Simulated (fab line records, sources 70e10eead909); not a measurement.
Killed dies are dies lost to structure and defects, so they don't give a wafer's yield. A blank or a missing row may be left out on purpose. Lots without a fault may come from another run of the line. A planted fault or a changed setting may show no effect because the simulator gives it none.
fab line records | flow nand_harc
record lots=14 wafers=42 last_day=33
route steps=1302 shown P_BONDPAD@364 A_ZERO_WELL@401
lots that met no fault: from a run of the same line without faults
start_h: hours from the record's first day to the start of the lot's first wafer shown | wait_h: hours since the lot's step before | " the same as in the row above | L1.1+2: a row that stands for several wafers | - no value, or no start given | * or withheld: withheld | < > ~ a bound
route shown NAME@n: a module of which the file shows steps, and the number in the route of the first | usual: mean/standard deviation of fault-free wafers | same: alike in all rows | chamber/n: place in a boat | sites: the reading at each site | _std_site: their standard deviation | _edge_site: outer sites' mean less inner sites' | radius_mm: how far each site lies from the wafer's centre | mask NAME#n: copy n | behind: the tool/chamber that last shaped the wafer | hold: why the lot was held/for how many hours/how that ended | device: the transistor (n, p or np) that didn't switch | end of line: the same wafers' tests at the end of the route | a step without rows: its recipe alone | killed: dies lost to structure and defects at the first sort, not the wafer's yield | map: a wafer's dies, x killed, . not, _ none there
set.NAME: the setting as run; set.NAME@STEP: as run at that earlier step | model.NAME: the simulator's own value behind a step, which no gauge read
steps of the route over a sample of lots; a table a step, a row a wafer
services: from which hour (start_h, from the record's first day; less than 0 if before it) a tool's chamber was out of use, for how many hours, and why
## steps
# step NHARC_P_BONDPAD_CD_MEAS_09
# recipe target_cd_nm=500 landing_energy_ev=500
# usual cd_nm=498.4/1.6
# columns lot.wafer tool chamber start_h wait_h cd_nm
L227.1 cd_sem-01 0 139.10 - 500.5
L227.2 " 0 " " 498.9
L227.5 " 0 " " 498.2
L228.1 cd_sem-03 0 140.94 - 497.6
L228.4 " 0 " " 499.2
L228.6 " 0 " " 498.0
L229.2 cd_sem-03 0 154.71 - 497.9
L229.3 " 0 " " 500.0
L229.4 " 0 " " 496.7
L230.1 cd_sem-02 0 164.79 - 497.1
L230.2 " 0 " " 497.2
L230.3 " 0 " " 499.1
L231.1 cd_sem-02 0 171.47 - 499.1
L231.2 " 0 " " 499.2
L231.6 " 0 " " 501.1
L232.2 cd_sem-02 0 186.89 - 496.7
L232.5 " 0 " " 497.3
L232.6 " 0 " " 498.4
L237.1 cd_sem-02 0 230.73 - 498.5
L237.4 " 0 " " 501.8
L237.6 " 0 " " 497.0
L236.1 cd_sem-03 0 232.30 - 498.0
L236.2 " 0 " " 496.3
L236.4 " 0 " " 497.1
L243.2 cd_sem-01 0 298.96 - 500.4
L243.5 " 0 " " 500.5
L243.6 " 0 " " 500.7
L244.1 cd_sem-03 0 303.83 - 497.5
L244.2 " 0 " " 497.9
L244.3 " 0 " " 498.5
L245.1 cd_sem-02 0 309.47 - 498.8
L245.4 " 0 " " 496.4
L245.6 " 0 " " 500.3
L246.4 cd_sem-03 0 322.07 - 494.8
L246.5 " 0 " " 499.0
L246.6 " 0 " " 498.0
L248.3 cd_sem-01 0 338.46 - 498.2
L248.4 " 0 " " 496.8
L248.5 " 0 " " 500.2
L250.3 cd_sem-03 0 361.18 - 497.5
L250.4 " 0 " " 499.9
L250.6 " 0 " " 498.4
# step NHARC_P_BONDPAD_CD_MEAS_13
# usual cd_nm=497.9/1.8
# columns lot.wafer tool chamber start_h wait_h cd_nm
L227.1 cd_sem-02 - 139.62 - 501.5
L227.2 " - " " 498.1
L227.5 " - " " 499.4
L228.1 cd_sem-01 - 141.46 - 495.5
L228.4 " - " " 499.1
L228.6 " - " " 497.9
L229.2 cd_sem-01 - 155.24 - 497.6
L229.3 " - " " 500.2
L229.4 " - " " 496.4
L230.1 cd_sem-02 - 165.32 - 497.3
L230.2 " - " " 496.3
L230.3 " - " " 497.6
L231.1 cd_sem-03 - 172.04 - 497.2
L231.2 " - " " 498.2
L231.6 " - " " 498.7
L232.2 cd_sem-03 - 187.47 - 497.4
L232.5 " - " " 497.3
L232.6 " - " " 499.7
L237.1 cd_sem-03 - 231.26 - 498.3
L237.4 " - " " 501.1
L237.6 " - " " 496.4
L236.1 cd_sem-02 - 232.83 - 498.5
L236.2 " - " " 497.0
L236.4 " - " " 497.4
L243.2 cd_sem-01 - 299.49 - 500.0
L243.5 " - " " 500.1
L243.6 " - " " 499.8
L244.1 cd_sem-03 - 304.35 - 495.8
L244.2 " - " " 496.9
L244.3 " - " " 498.5
L245.1 cd_sem-01 - 309.99 - 498.5
L245.4 " - " " 496.3
L245.6 " - " " 501.3
L246.4 cd_sem-03 - 322.60 - 495.7
L246.5 " - " " 498.9
L246.6 " - " " 498.7
L248.3 cd_sem-01 - 338.99 - 497.3
L248.4 " - " " 496.8
L248.5 " - " " 498.8
L250.3 cd_sem-03 - 361.75 - 497.1
L250.4 " - " " 499.9
L250.6 " - " " 498.5
# step NHARC_A_ZERO_WELL_CD_MEAS_10
# recipe target_cd_nm=2000 landing_energy_ev=500
# usual cd_nm=1998.8/1.6
# columns lot.wafer tool chamber start_h wait_h cd_nm
L227.1 cd_sem-02 0 143.21 - 1997.7
L227.2 " 0 " " 1996.6
L227.5 " 0 " " 1995.5
L228.1 cd_sem-01 0 145.02 - 1999.3
L228.4 " 0 " " 2000.9
L228.6 " 0 " " 1999.3
L229.2 cd_sem-03 0 158.85 - 1998.4
L229.3 " 0 " " 1998.6
L229.4 " 0 " " 1996.1
L230.1 cd_sem-03 0 169.09 - 1998.6
L230.2 " 0 " " 1998.9
L230.3 " 0 " " 2000.0
L231.1 cd_sem-02 0 175.59 - 1994.9
L231.2 " 0 " " 1997.1
L231.6 " 0 " " 1996.9
L232.2 cd_sem-03 0 191.00 - 1997.8
L232.5 " 0 " " 1998.5
L232.6 " 0 " " 1997.6
L237.1 cd_sem-02 0 234.97 - 1998.8
L237.4 " 0 " " 1999.7
L237.6 " 0 " " 2000.8
L236.1 cd_sem-02 0 236.42 - 1998.4
L236.2 " 0 " " 2000.2
L236.4 " 0 " " 1999.6
L243.2 cd_sem-02 0 303.06 - 1999.1
L243.5 " 0 " " 1996.6
L243.6 " 0 " " 1996.5
L244.1 cd_sem-03 0 307.78 - 1999.4
L244.2 " 0 " " 1995.3
L244.3 " 0 " " 1995.4
L245.1 cd_sem-02 0 313.54 - 1999.2
L245.4 " 0 " " 2001.4
L245.6 " 0 " " 2001.8
L246.4 cd_sem-03 0 326.02 - 2001.5
L246.5 " 0 " " 2001.4
L246.6 " 0 " " 1997.2
L248.3 cd_sem-03 0 342.56 - 2001.2
L248.4 " 0 " " 1998.0
L248.5 " 0 " " 1997.4
L250.3 cd_sem-03 0 365.34 - 2002.0
L250.4 " 0 " " 1999.3
L250.6 " 0 " " 1997.9
# step NHARC_A_ZERO_WELL_ETCH_13
# recipe target_depth_a=1200 time_s=40.1 hbr_flow_sccm=150 cl2_flow_sccm=50 rf_w=400 icp_w=400 bias_w=100 chemistry=HBr/Cl2
# usual bias_w=100.0/0.31 chamber_pressure_mTorr=15.000/0.013 drypump_motor_current_A=5.6/0.51 he_backside_leak_sccm=2.6/0.35 oes_product_au=0.999/0.01 rf_fwd_power_W=395.2/1.9 throttle_valve_pct=26.407/0.0092
# columns lot.wafer tool chamber start_h wait_h bias_w chamber_pressure_mTorr drypump_motor_current_A he_backside_leak_sccm oes_product_au rf_fwd_power_W rf_hours_counter_h throttle_valve_pct
L227.1 rie_si-03 3 143.57 - 99.6 15.006 5.5 2.6 1.017 396.3 0.6 26.409
L227.2 " 1 " " 99.5 14.999 6.0 2.6 1.004 395.9 0.4 26.404
L227.5 " 3 " " 99.6 14.988 5.5 2.6 1.018 396.2 - 26.400
L228.4 rie_si-05 1 145.40 - 99.8 15.011 5.8 2.8 1.016 397.8 0.1 26.407
L228.1 " 2 " " 100.3 15.005 6.4 2.6 1.003 393.7 0.1 26.396
L228.6 " 0 " " 99.8 14.994 4.8 2.5 1.003 394.6 - 26.401
L229.4 rie_si-01 0 159.25 - 100.7 14.987 5.9 2.8 0.996 394.8 1.0 26.398
L229.2 " 1 " " 100.4 15.004 5.1 2.3 0.994 389.7 1.0 26.394
L229.3 " 2 " " 99.9 15.006 6.5 2.8 0.986 395.8 1.0 26.433
L230.3 rie_si-03 0 169.45 - 99.8 15.001 5.0 2.6 0.990 395.6 0.9 26.421
L230.1 " 2 " " 99.7 15.011 5.9 5.6 0.997 397.5 0.7 26.421
L230.2 " 3 " " 100.0 14.997 5.5 2.6 1.002 398.4 0.8 26.412
L231.1 rie_si-01 2 175.97 - 100.3 14.993 6.5 2.7 0.982 396.1 1.0 26.398
L231.2 " 3 " " 99.9 14.988 5.8 2.5 0.995 396.0 1.0 26.412
L231.6 " 1 " " 99.4 15.000 5.1 2.6 0.996 390.4 - 26.393
L232.2 rie_si-03 3 191.36 - 99.9 15.012 5.6 2.5 1.019 396.6 0.9 26.401
L232.6 " 3 " " 99.9 15.031 5.6 2.5 1.013 398.4 - 26.388
L232.5 " 0 " " 99.9 14.994 5.0 2.6 1.004 397.9 - 26.409
L237.4 rie_si-03 3 235.35 - - - - - - - - -
L237.1 " 0 " " - - - - - - - -
L237.6 " 3 " " - - - - - - - -
L236.4 rie_si-01 1 236.78 - - - - - - - - -
L236.1 " 2 " " - - - - - - - -
L236.2 " 0 " " - - - - - - - -
L243.2 rie_si-01 0 303.42 - 99.6 14.994 5.9 2.9 1.001 391.8 0.8 26.406
L243.6 " 0 " " 100.0 15.013 5.8 2.9 1.001 391.6 - 26.405
L243.5 " 1 " " 99.7 14.986 5.1 2.3 0.989 391.5 - 26.420
L244.2 rie_si-03 2 308.13 - 100.0 14.978 5.9 3.0 1.013 397.4 0.4 26.408
L244.1 " 3 " " 99.9 15.021 5.6 2.6 1.005 397.3 0.5 26.416
L244.3 " 1 " " 99.9 15.002 5.9 2.6 1.003 396.0 0.4 26.406
L245.1 rie_si-01 3 313.91 - 100.0 15.001 5.8 2.5 0.982 393.5 0.7 26.422
L245.4 " 0 " " 100.0 15.000 5.8 2.8 0.990 393.6 0.9 26.401
L245.6 " 3 " " 100.6 15.010 5.8 2.5 0.990 395.4 - 26.400
L246.4 rie_si-01 2 326.41 - 99.9 14.992 6.5 2.8 0.982 395.0 1.0 26.411
L246.6 " 3 " " 99.9 15.003 5.8 2.5 0.976 395.8 - 26.401
L246.5 " 0 " " 99.4 15.012 5.9 3.0 1.013 394.1 - 26.423
L248.4 rie_si-03 2 342.91 - 100.1 15.000 5.9 3.0 1.001 393.7 0.6 26.397
L248.3 " 3 " " 99.5 15.016 5.5 2.4 0.992 398.8 0.6 26.407
L248.5 " 3 " " 100.0 14.983 5.6 2.7 0.997 396.6 - 26.398
L250.4 rie_si-03 2 365.71 - 100.2 15.003 5.9 2.9 0.999 395.4 0.8 26.402
L250.3 " 0 " " 99.7 14.979 5.0 2.7 0.989 395.6 0.8 26.409
L250.6 " 1 " " 100.2 15.010 6.0 2.7 0.991 395.2 - 26.414
## services
# columns tool chamber start_h hours kind
rie_si-05 - 128.00 9.0 pm
rie_si-01 3 142.66 14.6 repair
rie_si-03 - 164.55 0.9 repair
rie_si-01 - 193.00 9.0 pm
rie_si-01 0 193.00 9.0 vent_cycle
rie_si-01 1 193.00 9.0 vent_cycle
rie_si-01 2 193.00 9.0 vent_cycle
rie_si-01 3 193.00 9.0 vent_cycle
rie_si-03 - 221.00 9.0 pm
rie_si-03 0 221.00 9.0 vent_cycle
rie_si-03 1 221.00 9.0 vent_cycle
rie_si-03 2 221.00 9.0 vent_cycle
rie_si-03 3 221.00 9.0 vent_cycle
rie_si-03 0 230.00 - clean
rie_si-03 1 230.00 - clean
rie_si-03 2 230.00 - clean
rie_si-03 3 230.00 - clean
rie_si-01 3 285.16 17.2 repair
rie_si-05 - 305.00 9.0 pm
rie_si-03 1 321.50 9.0 repair
rie_si-05 0 328.31 1.8 repair
rie_si-05 3 335.89 2.4 repair
rie_si-05 - 338.25 0.1 repair
rie_si-03 3 348.79 2.1 repair
## key
first_sign step=NHARC_A_ZERO_WELL_ETCH_13 reading=tool_record direction=missing
effect none on later readings
met_at NHARC_A_ZERO_WELL_ETCH_13
struck_lots L236,L237
later_rows_left_out L236.1,L236.2,L236.4,L237.1,L237.4,L237.6
sort_left_out L236.1,L236.2,L236.4,L237.1,L237.4,L237.6
tester_left_out L236,L237
not_acting_at NHARC_P_BONDPAD_CD_MEAS_09,NHARC_P_BONDPAD_CD_MEAS_13,NHARC_A_ZERO_WELL_CD_MEAS_10
onset_between 191.36 235.35
fault kind=skipped_step_whole tool=rie_si-01,rie_si-03 chamber=- onset_h=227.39 steps=NHARC_A_ZERO_WELL_ETCH_13 scope=struck_lots_only
# tester_left_out: of these lots the tester's yield and bins aren't shown, on N5 and GAA mostly nor the transistor test; their killed dies are dies lost to structure and defects alone, not to doping, threshold or leakage, so they don't give the yield
# sort_left_out: the simulated sort isn't trusted on such a fault, so these wafers' sort isn't shown, and their yield isn't known
# later_rows_left_out: the simulator's readings of these wafers behind a module that went badly wrong aren't trusted and aren't shown, but for the sort
